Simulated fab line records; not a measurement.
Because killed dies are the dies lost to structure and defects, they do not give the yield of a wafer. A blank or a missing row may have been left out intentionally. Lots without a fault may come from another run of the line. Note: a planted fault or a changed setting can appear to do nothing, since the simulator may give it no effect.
fab line records | flow nand-harc
record lots=15 wafers=45 last-day=24
route steps=1159 shown A_CONTACT@959 A_BLC@985
lots untouched by any fault: they come from a run of this same line in which no faults occurred
start-h: hours from the record's opening day to when the first of the lot's shown wafers began | wait-h: how many hours have passed since the lot's step before this one | " as in the row above | L1.1+2: a row that stands for several wafers | - no value, or no start given | * or withheld: withheld | < > ~ a bound
route shown NAME@n: names a module that has steps shown in the file, with the first one's number in the route | usual: mean/standard deviation of fault-free wafers | same: alike in all rows | chamber/n: place in a boat | sites: each site's reading | _std_site: how widely they spread, as a standard deviation | _edge_site: the outer-site mean with the inner-site mean subtracted | radius-mm: for every site, how far away it sits from the centre of the wafer | mask NAME#n: copy n | behind: tool/chamber where the wafer was last shaped | hold: reason for holding the lot/hours on hold/outcome of the hold | device: names the non-switching transistor (n, p or np) | end of line: the route-end tests of the same wafers | a step without rows: its recipe alone | killed: dies that structure and defects cost at the first sort, which is not the same as the wafer's yield | map: shows each die of a wafer: x if killed, . if not, _ if none is there
set.NAME: the setting the step ran with; set.NAME@STEP: the setting that earlier step ran with | model.NAME: the simulator's own value behind a step, which no gauge read
route steps across a sampled set of lots; one table per step, one row per wafer
services: when a tool's chamber went out of use (start-h, in hours from the record's first day, below 0 if earlier), for how many hours, and the reason
## steps
# step NHARC_A_CONTACT_CVD_19
# recipe target-thk-a=3000 temp-c=300 pressure-torr=40 wf6-flow-sccm=40 h2-flow-sccm=1600 ar-flow-sccm=1560 time-s=802 material=W
# usual heater-power-w=458/65 mfc-ar-sccm=1561/4.8 throttle-valve-pct=7.8/0.33
# same time-s=802
# columns lot.wafer tool chamber start-h wait-h heater-power-w mfc-ar-sccm throttle-valve-pct
L469.2 cvd-w-01 1 - - 407 1568 8.1
L469.1 " 0 " " 380 1560 7.6
L469.4 " 0 " " 366 1562 7.7
L468.1 cvd-w-01 0 - - 371 1560 7.7
L468.6 " 0 " " 370 1560 7.9
L468.5 " 1 " " 409 1560 7.9
L473.1 cvd-w-01 0 - - 382 1562 7.8
L473.4 " 1 " " 400 1564 7.7
L473.5 " 1 " " 407 1566 7.9
L471.2 cvd-w-01 1 - - 412 1556 7.6
L471.4 " 0 " " 372 1559 7.7
L471.3 " 1 " " 408 1559 7.7
L474.3 cvd-w-01 0 - - 371 1556 7.7
L474.5 " 0 " " 373 1559 7.7
L474.6 " 1 " " 393 1557 7.8
L480.2 cvd-w-02 0 - - 485 1562 7.4
L480.4 " 1 " " 540 1565 8.3
L480.3 " 0 " " 482 1564 7.5
L481.2 cvd-w-02 0 - - 496 1560 7.4
L481.1 " 1 " " 539 1559 8.2
L481.3 " 1 " " 555 1562 8.2
L482.2 cvd-w-02 0 - - 483 1561 7.3
L482.3 " 1 " " 537 1560 8.2
L482.6 " 0 " " 496 1555 7.6
L486.2 cvd-w-02 1 - - 546 1565 8.3
L486.4 " 0 " " 500 1566 7.5
L486.5 " 0 " " 504 1560 7.6
L483.2 cvd-w-01 1 - - 394 1567 8.1
L483.4 " 0 " " 383 1553 7.4
L483.5 " 1 " " 402 1566 8.1
L484.2 cvd-w-01 1 - - 398 1555 8.3
L484.3 " 1 " " 405 1564 7.9
L484.6 " 0 " " 384 1559 7.7
L487.2 cvd-w-02 0 - - 495 1557 7.5
L487.3 " 1 " " 549 1562 8.4
L487.5 " 1 " " 537 1571 8.2
L488.1 cvd-w-02 0 - - 501 1555 7.5
L488.4 " 1 " " 520 1554 8.2
L488.6 " 1 " " 551 1559 8.2
L490.1 cvd-w-02 1 - - 549 1561 8.2
L490.4 " 1 " " 546 1565 8.1
L490.6 " 1 " " 537 1557 8.1
L489.1 cvd-w-02 1 - - 536 1562 8.2
L489.4 " 1 " " 559 1557 8.4
L489.6 " 1 " " 528 1563 8.3
# step NHARC_A_BLC_DEGAS_30
# recipe temp-c=300 time-s=60
# usual heater-power-w=473/49
# same time-s=60
# columns lot.wafer tool chamber start-h wait-h heater-power-w
L469.1 pvd-sputter-03 - 394.58 - 391
L469.4 " - " " 519
L469.2 " - " " 471
L468.1 pvd-sputter-03 - 396.16 - 477
L468.6 " - " " 398
L468.5 " - " " 513
L473.1 pvd-sputter-01 - 402.14 - 435
L473.4 " - " " 439
L473.5 " - " " 546
L471.3 pvd-sputter-03 - 407.52 - 475
L471.2 " - " " 494
L471.4 " - " " 503
L474.3 pvd-sputter-02 - 423.03 - 432
L474.5 " - " " 410
L474.6 " - " " 513
L480.3 pvd-sputter-01 - 464.50 - 443
L480.2 " - " " 501
L480.4 " - " " 575
L481.1 pvd-sputter-01 - 476.21 - 555
L481.2 " - " " 440
L481.3 " - " " 509
L482.3 pvd-sputter-03 - 484.34 - 495
L482.2 " - " " 511
L482.6 " - " " 501
L486.2 pvd-sputter-03 - 486.04 - 498
L486.4 " - " " 498
L486.5 " - " " 493
L483.2 pvd-sputter-01 - 495.66 - 503
L483.4 " - " " 449
L483.5 " - " " 495
L484.3 pvd-sputter-03 - 496.14 - 499
L484.2 " - " " 512
L484.6 " - " " 507
L487.3 pvd-sputter-01 - 507.65 - 451
L487.2 " - " " 503
L487.5 " - " " 540
L488.4 pvd-sputter-03 - 523.39 - 496
L488.1 " - " " 493
L488.6 " - " " 508
L490.4 pvd-sputter-01 - 531.33 - 508
L490.1 " - " " 468
L490.6 " - " " 518
L489.1 pvd-sputter-03 - 532.16 - 510
L489.4 " - " " 403
L489.6 " - " " 388
# step NHARC_A_BLC_PVD_32
# recipe target-thk-a=50 chamber-pressure-pa=5 power-w=5000 substrate-temp-c=200 time-s=17.7 material=Ti
# usual throttle-valve-pct=30.0/0.87
# same time-s=17.7
# columns lot.wafer tool chamber start-h wait-h throttle-valve-pct
L469.2 pvd-sputter-03 - - - 29.4
L469.4 " - " " 30.0
L469.1 " - " " 29.0
L468.1 pvd-sputter-03 - - - 29.9
L468.6 " - " " 30.1
L468.5 " - " " 31.7
L473.1 pvd-sputter-01 - - - 31.1
L473.4 " - " " 31.0
L473.5 " - " " 30.9
L471.2 pvd-sputter-03 - - - 29.8
L471.4 " - " " 31.9
L471.3 " - " " 29.0
L474.3 pvd-sputter-02 - - - 29.4
L474.5 " - " " 31.4
L474.6 " - " " 29.2
L480.2 pvd-sputter-01 - - - 30.0
L480.4 " - " " 29.2
L480.3 " - " " 30.9
L481.2 pvd-sputter-01 - - - 30.8
L481.3 " - " " 29.1
L481.1 " - " " 30.9
L482.3 pvd-sputter-03 - - - 30.0
L482.2 " - " " 28.8
L482.6 " - " " 29.8
L486.4 pvd-sputter-03 - - - 30.4
L486.2 " - " " 28.7
L486.5 " - " " 30.5
L483.2 pvd-sputter-01 - - - 29.0
L483.4 " - " " 31.0
L483.5 " - " " 31.1
L484.3 pvd-sputter-03 - - - 29.8
L484.2 " - " " 29.1
L484.6 " - " " 29.9
L487.2 pvd-sputter-01 - - - 30.1
L487.3 " - " " 29.3
L487.5 " - " " 29.1
L488.4 pvd-sputter-03 - - - 29.9
L488.1 " - " " 30.2
L488.6 " - " " 29.6
L490.1 pvd-sputter-01 - - - 30.0
L490.4 " - " " 30.1
L490.6 " - " " 30.3
L489.4 pvd-sputter-03 - - - 30.0
L489.1 " - " " 30.7
L489.6 " - " " 29.7
# step NHARC_A_BLC_CVD_24
# recipe target-thk-a=1500 temp-c=300 pressure-torr=40 wf6-flow-sccm=40 h2-flow-sccm=1600 ar-flow-sccm=1560 time-s=434 material=W
# usual heater-power-w=445/65 mfc-ar-sccm=1561/4.7 throttle-valve-pct=7.82/0.29
# same time-s=434
# columns lot.wafer tool chamber start-h wait-h heater-power-w mfc-ar-sccm throttle-valve-pct
L469.1 cvd-w-02 0 395.73 - 476 1568 7.24
L469.2 " 1 " " 530 1558 7.91
L469.4 " 1 " " 522 1561 8.26
L468.1 cvd-w-02 1 396.58 - 550 1566 8.05
L468.6 " 1 " " 533 1570 8.04
L468.5 " 0 " " 492 1553 7.32
L468.1 cvd-w-02 1 397.27 0.6 534 1563 8.13
L468.6 " 1 " " 528 1561 7.94
L468.5 " 0 " " 490 1561 7.41
L473.1 cvd-w-01 1 403.49 - 414 1559 8.07
L473.4 " 1 " " 401 1558 8.00
L473.5 " 0 " " 380 1557 7.66
L471.2 cvd-w-01 0 408.04 - 383 1563 7.68
L471.4 " 1 " " 390 1558 8.20
L471.3 " 0 " " 387 1562 7.58
L471.2 cvd-w-01 0 408.72 0.6 390 1567 7.74
L471.4 " 1 " " 398 1553 8.09
L471.3 " 0 " " 371 1565 8.03
L474.3 cvd-w-01 0 423.61 - 389 1560 7.87
L474.5 " 0 " " 374 1559 7.81
L474.6 " 1 " " 400 1556 8.08
L474.3 cvd-w-01 0 424.28 0.6 378 1562 8.15
L474.5 " 0 " " 374 1564 7.87
L474.6 " 1 " " 401 1556 7.87
L480.2 cvd-w-01 0 465.73 - 373 1563 7.50
L480.3 " 0 " " 380 1560 7.76
L480.4 " 1 " " 395 1566 7.92
L481.1 cvd-w-02 0 476.66 - 507 1555 7.44
L481.2 " 1 " " 538 1569 7.85
L481.3 " 0 " " 502 1557 7.53
L482.2 cvd-w-02 0 489.58 - 502 1566 7.58
L482.3 " 1 " " 540 1558 8.05
L482.6 " 1 " " 543 1556 7.90
L486.2 cvd-w-01 0 491.50 - 389 1558 7.55
L486.4 " 0 " " 381 1559 7.62
L486.5 " 1 " " 397 1564 7.86
L483.2 cvd-w-02 1 502.32 - 544 1562 8.11
L483.4 " 0 " " 493 1568 7.56
L483.5 " 0 " " 493 1565 7.37
L484.2 cvd-w-02 1 502.68 - 536 1555 8.52
L484.3 " 1 " " 552 1561 8.28
L484.6 " 0 " " 502 1568 7.43
L487.2 cvd-w-01 0 512.91 - 393 1565 7.60
L487.3 " 1 " " 410 1558 7.97
L487.5 " 0 " " 385 1559 7.86
L488.1 cvd-w-01 1 525.00 - 409 1554 8.15
L488.4 " 0 " " 385 1551 7.88
L488.6 " 1 " " 403 1551 7.99
L490.1 cvd-w-01 1 531.78 - 399 1567 8.02
L490.4 " 1 " " 392 1563 7.99
L490.6 " 0 " " 385 1552 7.87
L489.1 cvd-w-01 0 532.75 - 384 1563 7.29
L489.4 " 1 " " 392 1559 8.37
L489.6 " 1 " " 403 1561 8.11
# step NHARC_A_BLC_CMP_25
# recipe t-overpolish-s=30 target-thk-nm=150
# usual motor-current-A=12.4/1.2 overpolish-run-s=30.001/0.009 retaining-ring-pressure-frac=1.000/0.0049 slurry-flow-ml-min=150.0/0.44 time-to-endpoint-s=30.3/2.6
# columns lot.wafer tool chamber start-h wait-h motor-current-A overpolish-run-s retaining-ring-pressure-frac slurry-flow-ml-min time-to-endpoint-s
L469.2 cmp-04 0 396.25 0.4 11.5 29.992 0.998 149.9 33.4
L469.4 " 1 " " 13.6 29.999 0.996 149.8 32.1
L469.1 " 2 " " 13.4 30.002 0.997 149.4 31.6
L468.1 cmp-02 0 397.92 0.6 13.7 30.007 1.003 150.1 52.6
L468.5 " 1 " " 11.9 29.997 1.001 150.2 60.8
L468.6 " 2 " " 10.4 30.001 0.993 150.3 56.6
L473.4 cmp-02 3 404.03 0.3 12.2 29.980 0.997 150.6 31.8
L473.1 " 1 " " 12.1 29.997 0.999 149.9 33.6
L473.5 " 0 " " 13.6 29.999 1.005 150.3 28.0
L471.4 cmp-02 1 409.24 0.4 12.0 30.003 0.997 149.8 58.1
L471.2 " 2 " " 10.8 30.009 1.012 150.0 56.0
L471.3 " 3 " " 11.8 29.995 0.991 149.9 57.9
L474.3 cmp-04 1 425.03 0.7 12.6 29.996 1.007 149.7 59.3
L474.6 " 1 " " 13.0 30.005 1.009 150.4 57.5
L474.5 " 2 " " 13.5 30.007 0.999 150.1 57.8
L480.4 cmp-04 1 466.25 0.2 12.8 30.005 1.002 149.5 33.7
L480.3 " 2 " " 13.6 29.989 1.003 149.4 31.2
L480.2 " 3 " " 14.4 30.005 0.994 150.2 31.1
L481.3 cmp-02 1 477.19 0.3 12.0 30.007 1.004 150.7 33.6
L481.1 " 3 " " 11.8 30.008 1.008 149.5 32.9
L481.2 " 0 " " 13.1 30.004 0.997 150.7 25.5
L482.2 cmp-04 3 490.03 0.4 13.8 29.995 1.006 150.5 27.9
L482.3 " 0 " " 11.6 29.993 0.996 150.5 30.0
L482.6 " 3 " " 14.4 30.005 1.005 150.7 27.4
L486.4 cmp-04 3 491.99 0.3 13.7 29.982 0.991 149.3 30.8
L486.2 " 0 " " 11.9 30.012 0.990 149.9 33.2
L486.5 " 2 " " 13.6 29.996 1.002 149.7 31.4
L483.4 cmp-02 1 502.82 0.4 11.4 30.003 0.994 150.5 30.9
L483.2 " 2 " " 10.8 29.996 0.997 149.6 28.8
L483.5 " 3 " " 12.9 29.998 0.994 149.5 29.2
L484.3 cmp-03 0 503.21 0.3 11.5 30.006 1.003 149.4 25.2
L484.2 " 2 " " 11.1 30.005 1.001 150.2 31.9
L484.6 " 0 " " 12.0 30.012 0.999 149.4 26.9
L487.2 cmp-02 2 513.44 0.5 11.0 29.990 1.011 149.5 31.1
L487.3 " 3 " " 11.9 30.013 1.004 149.2 32.6
L487.5 " 3 " " 11.6 29.994 1.000 149.5 31.4
L488.4 cmp-04 1 525.58 0.3 12.2 30.011 0.993 149.8 32.6
L488.1 " 2 " " 13.4 30.004 1.010 150.0 34.4
L488.6 " 0 " " 11.9 30.012 0.996 150.0 34.3
L490.4 cmp-02 2 532.33 0.3 10.3 30.001 0.994 149.6 29.1
L490.1 " 0 " " 13.9 29.996 0.998 149.9 27.5
L490.6 " 1 " " 11.9 29.998 0.995 150.0 29.3
L489.4 cmp-02 1 533.28 0.2 12.3 29.999 1.010 150.1 31.5
L489.1 " 3 " " 12.2 29.990 1.000 150.7 32.9
L489.6 " 1 " " 11.8 30.017 0.992 150.2 31.8
## services
# columns tool chamber start-h hours kind
cvd-w-02 - 379.39 13.0 pm
cmp-03 - 380.03 0.6 repair
cmp-03 - 384.73 7.1 repair
pvd-sputter-02 - 392.01 10.0 pm
cmp-04 - 399.00 4.0 pm
cvd-w-02 1 404.51 4.9 repair
cmp-02 - 437.34 4.0 pm
cmp-03 - 450.00 4.0 pm
cmp-04 - 452.10 0.7 repair
pvd-sputter-03 - 458.00 10.0 pm
cmp-03 - 465.13 2.4 repair
cmp-02 - 466.17 0.7 repair
cmp-02 - 471.35 1.4 repair
cvd-w-01 - 475.64 13.0 pm
cvd-w-01 0 475.64 13.0 vent-cycle
cvd-w-01 1 475.64 13.0 vent-cycle
cmp-03 - 482.98 0.9 repair
cvd-w-01 0 488.64 - clean
cvd-w-01 1 488.64 - clean
cmp-04 - 497.00 4.0 pm
cmp-03 - 501.07 1.2 repair
cmp-04 - 504.93 2.0 repair
pvd-sputter-01 - 514.06 10.0 pm
cvd-w-02 0 529.10 7.6 repair
## key
first-sign step=NHARC_A_BLC_CVD_24 reading=visit direction=added
effect step=NHARC_A_BLC_CMP_25 reading=time-to-endpoint-s direction=up sigmas=10 usual=* struck=*
met-at NHARC_A_BLC_CVD_24
struck-lots L468,L471,L474
sort-left-out L468.1,L468.5,L468.6,L471.2,L471.3,L471.4,L474.3,L474.5,L474.6
tester-left-out L468,L471,L474
not-acting-at NHARC_A_CONTACT_CVD_19,NHARC_A_BLC_DEGAS_30,NHARC_A_BLC_PVD_32
fault kind=repeated-step-whole tool=cvd-w-01,cvd-w-02 chamber=- onset-h=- steps=NHARC_A_BLC_CVD_24 times=1 scope=struck-lots-only
# tester-left-out: of these lots the tester's yield and bins aren't shown, on N5 and GAA mostly nor the transistor test; their killed dies are dies lost to structure and defects alone, not to doping, threshold or leakage, so they don't give the yield
# sort-left-out: the simulated sort isn't trusted on such a fault, so these wafers' sort isn't shown, and their yield isn't known
